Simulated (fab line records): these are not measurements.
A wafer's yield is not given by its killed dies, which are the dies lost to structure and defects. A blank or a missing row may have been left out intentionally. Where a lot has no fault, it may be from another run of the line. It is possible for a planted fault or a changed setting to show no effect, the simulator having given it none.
Matching of chambers / flow n5Finfet / N5_BEOL_M5_STRIP_36 on rieDiel-02 has 4 sister chambers
The step strips in N2/H2. 4 wafers are shown with their chamber, then 7 later ones without.

== WAFERS, EACH WITH ITS CHAMBER ==
wafer=L084.4; chamber=0; drypumpMotorCurrentA (A)=5.0
wafer=L087.3; chamber=2; drypumpMotorCurrentA (A)=6.7
wafer=L088.2; chamber=3; drypumpMotorCurrentA (A)=6.5
wafer=L088.3; chamber=1; drypumpMotorCurrentA (A)=6.2

== WAFERS MISSING THEIR CHAMBER ==
wafer=L088.5; drypumpMotorCurrentA (A)=6.5
wafer=L089.1; drypumpMotorCurrentA (A)=6.1
wafer=L089.2; drypumpMotorCurrentA (A)=6.5
wafer=L089.4; drypumpMotorCurrentA (A)=6.8
wafer=L095.1; drypumpMotorCurrentA (A)=6.2
wafer=L095.3; drypumpMotorCurrentA (A)=5.1
wafer=L095.4; drypumpMotorCurrentA (A)=6.5

== THE CHAMBER EACH PASSED THROUGH ==
wafer=L088.5; from the rows above=3; in truth=3
wafer=L089.1; from the rows above=1; in truth=1
wafer=L089.2; from the rows above=3; in truth=3
wafer=L089.4; from the rows above=2; in truth=2
wafer=L095.1; from the rows above=1; in truth=1
wafer=L095.3; from the rows above=0; in truth=0
wafer=L095.4; from the rows above=3; in truth=3
Placed correctly: 7 of 7. Left unplaced by these rows: 0. 0 placed wrongly.
How it was worked out, from the rows above alone: a wafer's distance from a chamber is the root of the sum, over the readings, of the square of ((its reading less the chamber's mean) divided by the reading's scatter). The wafer belongs to the nearest chamber; if the next one is less than 2 further off, it can't be placed. Each chamber's mean is taken over the wafers shown for it. The scatter: with one shown wafer a chamber, the root of the mean of the squares of how far each hidden wafer lies from its nearest shown one.
